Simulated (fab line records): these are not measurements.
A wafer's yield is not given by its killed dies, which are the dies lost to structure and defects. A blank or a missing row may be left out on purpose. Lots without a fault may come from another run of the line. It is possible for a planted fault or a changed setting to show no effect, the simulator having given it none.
fab line records -- flow n5_finfet
record lots=3, wafers=9, last_day=18
route steps=1938 shown PMOS_HMC_CHANNEL_EPI@83 FIN_SAQP@90 FIN_CUT@174 STI_FIN_REVEAL@197 BEOL_M4@1111
lots untouched by any fault: they come from a run of this same line in which no faults occurred
start_h: the number of hours between the record's first day and the start of the first shown wafer of the lot -- wait_h: how many hours have passed since the lot's step before this one -- " identical to the entry in the row above -- L1.1+2: a single row standing in for several wafers -- - either no value or no given start -- * or withheld: withheld -- < > ~ a bound
route shown NAME@n: names a module that has steps shown in the file, with the first one's number in the route -- usual: the fault-free wafers' mean and standard deviation -- same: alike in all rows -- chamber/n: place in a boat -- sites: per-site readings -- _std_site: standard deviation across them -- _edge_site: outer sites' mean less inner sites' -- radius_mm: how far each site lies from the wafer's centre -- mask NAME#n: copy n -- behind: tool/chamber where the wafer was last shaped -- hold: what put the lot on hold/how long, in hours/how the hold closed -- device: the transistor (n, p or np) that didn't switch -- end of line: the route-end tests of the same wafers -- a step given without rows: its recipe and nothing more -- killed: at the first sort, the dies lost to defects and structure; wafer yield is something else -- map: a wafer's dies, x killed, . not, _ none there
set.NAME: the setting as run; set.NAME@STEP: as run at that earlier step -- model.NAME: the simulator's own value behind a step, which no gauge read
certain route steps with their lots: each step a table, each wafer a row
services: the hour from which a tool's chamber was out of use, counted from the record's first day as start_h (under 0 if before that day), plus the number of hours and why
## steps
# step N5_PMOS_HMC_CHANNEL_EPI_PRECLEAN_40
# recipe chemistry=DHF, time_s=30, temp_c=25, dilution=withheld
# step N5_PMOS_HMC_CHANNEL_EPI_PRECLEAN_37
# recipe chemistry=O3/DIW, time_s=45, temp_c=22, o3_ppm=10
# step N5_PMOS_HMC_CHANNEL_EPI_PRECLEAN_24
# recipe chemistry=DHF, time_s=30, temp_c=25, dilution=withheld
# step N5_PMOS_HMC_CHANNEL_EPI_SRD_25
# recipe dry=ipa_marangoni, do_ppb=5, time_s=30, temp_c=23, rinse_liquid=diw
# step N5_PMOS_HMC_CHANNEL_EPI_EPI_26
# recipe material=Si, target_thk_a=38, temp_c=650, precursor=SiH4/H2, pressure_torr=20, time_s=22.7
# step N5_FIN_SAQP_PRECLEAN_42
# recipe chemistry=O3/DIW, time_s=60, temp_c=22, o3_ppm=10
# step N5_FIN_SAQP_PRECLEAN_00
# recipe chemistry=SC1, time_s=60, temp_c=55, mix=1:2:50
# step N5_FIN_SAQP_PRECLEAN_44
# recipe chemistry=SC2, time_s=45, temp_c=35, mix=1:1:50
# step N5_FIN_SAQP_SRD_01
# recipe dry=ipa_marangoni, time_s=30, temp_c=23, rinse_liquid=diw
# step N5_FIN_SAQP_ALD_61
# recipe material=SiO2, target_thk_a=40, temp_c=300, ald_precursor_family=BDEAS, ald_co_reactant=O2-plasma, pulse_time_s=1, purge_time_s=2, co_reactant_purge_time_s=2, ald_cycles=43, pressure_torr=2
# usual ald_cycles=43/0, heater_power_w=481/37, precursor_pulse_height_rel=0.999/0.021
# same pulse_time_s=1
lot.wafer,tool,chamber,start_h,wait_h,ald_cycles,heater_power_w,precursor_pulse_height_rel,since_wet_clean_h,model.SiO2_of_FIN_SAQP_ALD_61.thk_nm
L357.2,ald_sin-03,0,92.75,0.0,43,547,1.033,190,4.01
L357.4,ald_sin-03,1,92.75,0.0,43,449,1.012,190,3.976
L357.6,ald_sin-03,3,92.75,0.0,43,524,0.989,-,4.019
L367.3,ald_sin-03,2,153.23,0.5,43,498,0.975,251,3.994
L367.4,ald_sin-03,2,153.23,0.5,38,480,1.016,-,3.539
L367.6,ald_sin-03,3,153.23,0.5,43,520,0.995,-,3.983
L368.1,ald_sin-04,0,159.15,0.0,43,521,1.037,151,4.003
L368.4,ald_sin-04,1,159.15,0.0,43,426,0.981,151,3.994
L368.6,ald_sin-04,1,159.15,0.0,43,425,1.003,-,4.008
# step N5_FIN_SAQP_DENSIFY_62
# recipe temp_c=700, time_s=60, ambient=N2, idle_temp_c=600, ramp_up_c_per_s=150, ramp_down_c_per_s=60, cool_to_c=600
# step N5_FIN_SAQP_HM_DEP_03
# recipe material=SiNx, target_thk_a=380, temp_c=400, precursor=SiH4/NH3/N2, pressure_torr=1.5, rf_w=300, time_s=33.6
# step N5_FIN_SAQP_PECVD_47
# recipe material=a-Si, target_thk_a=450, temp_c=400, precursor=SiH4/He, pressure_torr=3, rf_w=100, time_s=36.3
# step N5_FIN_SAQP_PECVD_48
# recipe material=SiNx, target_thk_a=250, temp_c=400, precursor=SiH4/NH3/N2, pressure_torr=1.5, rf_w=300, time_s=22.1
# step N5_FIN_SAQP_PECVD_06
# recipe material=a-Si, target_thk_a=600, temp_c=400, precursor=SiH4/He, pressure_torr=3, rf_w=100, time_s=48.1
# step N5_FIN_SAQP_HM_DEP_72
# recipe material=SiO2, target_thk_a=120, temp_c=400, precursor=SiH4/N2O, pressure_torr=0.75, rf_w=275, time_s=7.2
# step N5_FIN_SAQP_COAT_49
# recipe resist=SOC, temp_c=250, time_s=60, spin_rpm=1500, resist_thk_nm=100
# step N5_FIN_SAQP_COAT_50
# recipe resist=SiARC, temp_c=220, time_s=60, spin_rpm=1500, resist_thk_nm=35
# step N5_FIN_SAQP_COAT_10
# recipe resist=CAR-ArF, spin_rpm=1500, resist_thk_nm=90
# step N5_FIN_SAQP_EBR_12
# recipe solvent=PGMEA, ebr_width_mm=1.5
# step N5_FIN_SAQP_SOFTBAKE_11
# recipe temp_c=110, time_s=60, resist=CAR-ArF
# step N5_FIN_SAQP_EXPOSE_13
# recipe mask_id=FIN_CORE, na=1.35, source_shape=dipole, sigma_inner=0.538, sigma_outer=0.738, polarization=te, target_cd_nm=35.6, dose_mj=63.25
# step N5_FIN_SAQP_PEB_14
# recipe peb_temp_c=withheld, peb_time_s=60, resist=CAR-ArF
# step N5_FIN_SAQP_DEVELOP_15
# recipe develop_time_s=30, developer=TMAH, resist=CAR-ArF, dev_temp_c=23, rinse_liquid=diw, dry=air_spin
# step N5_FIN_SAQP_DESCUM_21
# recipe chemistry=O2, time_s=7.9, source_power_w=50, bias_power_w=20, pressure_mtorr=20, rf_frequency_hz=2.712e+07, temp_c=40, resist=CAR-ArF, o2_flow_sccm=225
# step N5_FIN_SAQP_ETCH_51
# recipe chemistry=CF4, target=SiARC, target_depth_a=455, mask_material=CAR-ArF, time_s=75.8, ion_energy_ev=80, pressure_mtorr=40, source_w=545, bias_w=36, Ar_flow_sccm=100, cf4_flow_sccm=100, ends=cleared
# step N5_FIN_SAQP_ETCH_52
# recipe chemistry=N2/H2, target=SOC, target_depth_a=1000, overetch_a=200, mask_material=SiARC, temp_c=40, time_s=150, ion_energy_ev=200, pressure_mtorr=30, source_w=840, bias_w=150, n2_flow_sccm=200, h2_flow_sccm=200, ends=end_point
# step N5_FIN_SAQP_STRIP_53
# recipe chemistry=N2/H2, temp_c=40, n2_flow_sccm=200, h2_flow_sccm=200, rf_frequency_hz=6e+07
# step N5_FIN_SAQP_HM_OPEN_73
# recipe chemistry=CHF3/O2, target=SiO2, stop_on=a-Si, target_depth_a=120, over_etch_frac=1.8, mask_material=SOC, time_s=16.8, pressure_mtorr=30, source_w=650, bias_w=170, Ar_flow_sccm=200, CHF3_flow_sccm=50, O2_flow_sccm=5, ion_energy_ev=200, ends=end_point
# step N5_FIN_SAQP_STRIP_74
# recipe chemistry=CHF3/O2, resist=SiARC, rf_frequency_hz=6e+07
# step N5_FIN_SAQP_MANDREL_ETCH_22
# recipe target_depth_a=600, chemistry=HBr/Cl2, target=a-Si, stop_on=SiNx, bt_time_s=10, over_etch_frac=0.5, time_s=30, pressure_mtorr=10, icp_w=800, bias_w=75, HBr_flow_sccm=150, Cl2_flow_sccm=80, ends=end_point
# step N5_FIN_SAQP_STRIP_55
# recipe chemistry=N2/H2, power_w=500, temp_c=40, pressure_mtorr=50, rf_frequency_hz=6e+07, overash_fraction=0.3, bias_power_w=28, h2_frac=0.5, n2_flow_sccm=300, h2_flow_sccm=300
# step N5_FIN_SAQP_STRIP_23
# recipe chemistry=SPM, time_s=750, temp_c=130, h2so4_h2o2_vol_ratio=4
# step N5_FIN_SAQP_SRD_66
# recipe dry=ipa_marangoni, time_s=30, temp_c=23, rinse_liquid=diw
# step N5_FIN_CUT_CUT_ETCH_27
# recipe chemistry=CHF3/O2, target=SiO2, target_depth_a=40, mask_material=SOC, overetch_a=20, time_s=4.9, pressure_mtorr=30, source_w=650, bias_w=170, Ar_flow_sccm=200, CHF3_flow_sccm=50, O2_flow_sccm=5, ion_energy_ev=200
# usual CHF3_flow_sccm=50.00/0.15, O2_flow_sccm=5.002/0.015, drypump_motor_current_A=5.8/0.34, oes_ar_750_au=0.77/0.062, oes_product_au=0.61/0.052, rf_vpp_V=526/10, showerhead_plenum_p_Torr=2.41/0.077, throttle_valve_pct=18.83/0.16
lot.wafer,tool,chamber,start_h,wait_h,CHF3_flow_sccm,O2_flow_sccm,drypump_motor_current_A,oes_ar_750_au,oes_product_au,rf_hours_counter_h,rf_vpp_V,showerhead_plenum_p_Torr,throttle_valve_pct,model.etch.depth_nm
L357.2,rie_diel-02,3,99.40,0.0,49.64,5.032,4.9,0.76,0.59,177,524,2.29,19.10,4.01
L357.4,rie_diel-02,1,99.40,0.0,50.00,4.991,6.4,0.70,0.55,222,517,2.40,18.95,3.976
L357.6,rie_diel-02,2,99.40,0.0,50.03,5.020,5.9,0.79,0.63,-,526,2.44,19.06,4.019
L367.3,rie_diel-04,3,160.37,0.0,50.03,4.995,6.3,0.87,0.69,44,516,2.56,18.86,3.994
L367.4,rie_diel-04,1,160.37,0.0,50.20,5.015,5.2,0.68,0.51,232,531,2.49,19.01,3.539
L367.6,rie_diel-04,3,160.37,0.0,49.84,4.995,6.3,0.87,0.69,-,516,2.55,18.82,3.983
L368.1,rie_diel-03,3,166.17,0.0,50.15,5.000,5.5,0.72,0.57,181,515,2.49,18.82,4.003
L368.4,rie_diel-03,2,166.17,0.0,49.91,5.007,6.0,0.77,0.61,161,524,2.31,18.87,3.994
L368.6,rie_diel-03,1,166.17,0.0,49.87,5.031,5.7,0.78,0.62,-,538,2.43,18.69,4.008
# step N5_STI_FIN_REVEAL_STRIP_16
# recipe chemistry=H3PO4, material=SiNx, temp_c=165, target_depth_a=238, overetch_fraction=0.4964, dry=ipa_marangoni
lot.wafer,tool,chamber,start_h,wait_h,model.SiO2_of_FIN_SAQP_ALD_61.thk_nm
L357.2+4+6,wet_bench-02,"0,6,1",108.29,1.1,3.8
L367.3+6,wet_bench-04,"6,3",168.36,0.6,3.8
L367.4,wet_bench-04,5,168.36,0.6,3.2
L368.1+4+6,wet_bench-02,"6,1,0",174.92,1.1,3.8
# step N5_BEOL_M4_RC_MEAS_101
# usual DIBL_N=36.0/1.8, DIBL_P=36.3/2.4, IOFF_N=0.16/0.035, IOFF_P=0.21/0.036, ION_N=673/13, ION_P=461/7.2, SS_N=71.4/0.6, SS_P=73.2/0.7, VT_N=250/4, VT_P=-250.9/2.9
lot.wafer,tool,chamber,start_h,wait_h,DIBL_N[mV/V],DIBL_P[mV/V],IOFF_N[nA/um],IOFF_P[nA/um],ION_N[uA/um],ION_P[uA/um],SS_N[mV/dec],SS_P[mV/dec],VT_N[mV],VT_P[mV]
L357.2,prober-01,0,248.23,0.2,34.3,33.0,0.11,0.16,647,447,72.1,71.8,254,-256.0
L357.4,prober-01,0,248.23,0.2,35.6,35.8,0.14,0.19,659,459,71.1,73.6,248,-254.0
L357.6,prober-01,0,248.23,0.2,35.3,33.7,0.13,0.16,668,456,70.9,72.8,254,-255.8
L368.1,prober-01,0,318.29,0.0,38.7,38.4,0.19,0.24,686,467,72.1,73.6,246,-247.2
L368.4,prober-01,0,318.29,0.0,39.2,37.3,0.19,0.22,676,459,71.9,74.3,248,-250.4
L368.6,prober-01,0,318.29,0.0,38.1,37.2,0.17,0.22,672,456,72.2,73.8,247,-249.7
L367.3,prober-02,0,320.03,0.3,35.2,35.6,0.13,0.19,652,459,70.8,73.2,253,-253.7
L367.4,prober-02,0,320.03,0.3,35.7,35.4,0.13,0.19,677,464,71.1,72.7,252,-252.5
L367.6,prober-02,0,320.03,0.3,36.8,38.2,0.16,0.23,671,462,71.4,73.4,250,-249.5
## services
tool,chamber,start_h,hours,kind
ald_sin-03,3,88.61,-,calibration
rie_diel-04,3,116.29,12.9,repair
wet_bench-02,-,146.14,2.6,repair
rie_diel-02,0,174.77,-,clean
rie_diel-02,0,174.77,-,consumable_replace:focus_ring
rie_diel-02,0,174.77,19.6,scheduled_down
rie_diel-02,0,174.77,19.6,vent_cycle
## key
first_sign step=N5_FIN_SAQP_ALD_61, reading=ald_cycles, direction=down, sigmas=99+, usual=*, struck=*
effect none on later readings
model_effect step=N5_FIN_SAQP_ALD_61, value=SiO2_of_FIN_SAQP_ALD_61.thk_nm, without=4.004, struck=3.539
model_effect step=N5_FIN_CUT_CUT_ETCH_27, value=etch.depth_nm, without=4.004, struck=3.539
model_effect step=N5_STI_FIN_REVEAL_STRIP_16, value=SiO2_of_FIN_SAQP_ALD_61.thk_nm, without=3.8, struck=3.2
met_at N5_FIN_SAQP_ALD_61
struck_wafers L367.4
onset_between 92.75 153.23
fault kind=process_parameter_drift, tool=ald_sin-03, chamber=-, onset_h=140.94, steps=N5_FIN_SAQP_ALD_61, channel=ald_cycles, offset=*, shape=step, end_h=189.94, scope=struck_wafers_only, acts_in=*, stated=*
